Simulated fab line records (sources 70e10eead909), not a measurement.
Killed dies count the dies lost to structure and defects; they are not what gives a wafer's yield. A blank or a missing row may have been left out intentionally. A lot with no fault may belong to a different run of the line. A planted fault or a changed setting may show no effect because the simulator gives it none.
2 desks looking at one fault || flow nandHarc || every desk sees just its own numbers, and what lay behind them comes last

## METROLOGY DESK
Lot by lot, what the gauges showed, no matter which tool ran the lot: averages of those sampled wafers that carry a number. If a lot's mean is further than 4 standard deviations from the usual mean, the lot is out of limits and carries the mark OUT (the distance appears in the brackets).
Columns: A = thkNm at NHARC_P_M1_THK_MEAS_24, usual 157.7 nm; B = cdNm at NHARC_P_M2_CD_MEAS_09, usual 170.0 nm; C = overlayXNm at NHARC_P_M2_OVL_MEAS_10, usual 0.0 nm; D = overlayYNm at NHARC_P_M2_OVL_MEAS_10, usual 0.0 nm
{"lot": "L385", "first seen here": "day 7 00:37", "A": 156.7, "B": 170.1, "C": -1.1, "D": 0.8}
{"lot": "L386", "first seen here": "day 7 12:43", "A": 158.0, "B": 170.2, "C": 1.4, "D": -0.5}
{"lot": "L387", "first seen here": "day 7 17:59", "A": 159.7, "B": 170.2, "C": -1.6, "D": -0.6}
{"lot": "L384", "first seen here": "day 7 20:10", "A": 159.7, "B": 170.5, "C": 0.6, "D": 0.7}
{"lot": "L388", "first seen here": "day 8 00:46", "A": 159.0, "B": 169.9, "C": -0.2, "D": 0.0}
{"lot": "L389", "first seen here": "day 8 08:44", "A": 158.9, "B": 169.4, "C": 0.3, "D": -0.3}
{"lot": "L391", "first seen here": "day 9 06:47", "A": 157.5, "B": 170.0, "C": 1.0, "D": 1.1}
{"lot": "L394", "first seen here": "day 11 00:42", "A": 158.2, "B": "172.6 (+4.6) OUT", "C": 0.5, "D": 0.3}
{"lot": "L396", "first seen here": "day 11 08:25", "A": 158.9, "B": 170.0, "C": -0.2, "D": -0.4}
{"lot": "L397", "first seen here": "day 12 14:44", "A": 157.6, "B": 171.0, "C": -0.4, "D": 0.8}
{"lot": "L403", "first seen here": "day 14 00:19", "A": 156.7, "B": 169.7, "C": -0.2, "D": -0.3}
{"lot": "L404", "first seen here": "day 14 13:49", "A": 158.6, "B": 170.1, "C": 0.1, "D": 0.8}
{"lot": "L405", "first seen here": "day 15 05:37", "A": 157.8, "B": 170.3, "C": 0.1, "D": -0.7}
{"lot": "L406", "first seen here": "day 15 10:38", "A": 156.1, "B": 169.7, "C": -0.3, "D": 0.6}
This desk's finding: out of limits on L394; first on L394, day 11 02:08 (cdNm at NHARC_P_M2_CD_MEAS_09). In limits: L385, L386, L387, L384, L388, L389, L391, L396, L397, L403, L404, L405, L406.

## THE DEFECT DESK
For each lot, the counts of the inspections along the route, averaged over the sampled wafers that have a number. If a lot's mean is further than 4 standard deviations from the usual mean, the lot is out of limits and carries the mark OUT (the distance appears in the brackets).
Columns: A = rawDefectCount at NHARC_P_M2_INSPECT_11, usual 5.3
{"lot": "L385", "first seen here": "day 7 02:18", "A": 6.3}
{"lot": "L386", "first seen here": "day 7 14:32", "A": 5.7}
{"lot": "L387", "first seen here": "day 7 19:32", "A": 2.3}
{"lot": "L384", "first seen here": "day 7 21:59", "A": 7.7}
{"lot": "L388", "first seen here": "day 8 02:26", "A": 4.3}
{"lot": "L389", "first seen here": "day 8 10:16", "A": 6.3}
{"lot": "L391", "first seen here": "day 9 08:20", "A": 2.7}
{"lot": "L394", "first seen here": "day 11 02:15", "A": 3.7}
{"lot": "L396", "first seen here": "day 11 10:05", "A": 3.0}
{"lot": "L397", "first seen here": "day 12 16:17", "A": 5.3}
{"lot": "L403", "first seen here": "day 14 02:00", "A": 2.0}
{"lot": "L404", "first seen here": "day 14 15:31", "A": 6.3}
{"lot": "L405", "first seen here": "day 15 07:16", "A": 8.0}
{"lot": "L406", "first seen here": "day 15 12:11", "A": 3.7}
Finding of this desk: none of the 14 lots has anything out of limits.

## ALL TOGETHER
Metrology desk: alarm possible at day 11 02:08 on L394.
Nothing out of limits was seen by the defect desk.
The defect desk has L394 on record, within its limits.
Of the lots named, all ran NHARC_P_M2_PEB_07 on lithoTrack-04.

## WHAT WAS PUT IN BY THE SIMULATOR
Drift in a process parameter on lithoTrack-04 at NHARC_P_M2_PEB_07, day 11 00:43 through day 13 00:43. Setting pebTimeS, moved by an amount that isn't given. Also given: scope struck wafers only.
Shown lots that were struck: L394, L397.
Hours from the fault's start to each desk's first reading out of limits: the metrology desk, 1.
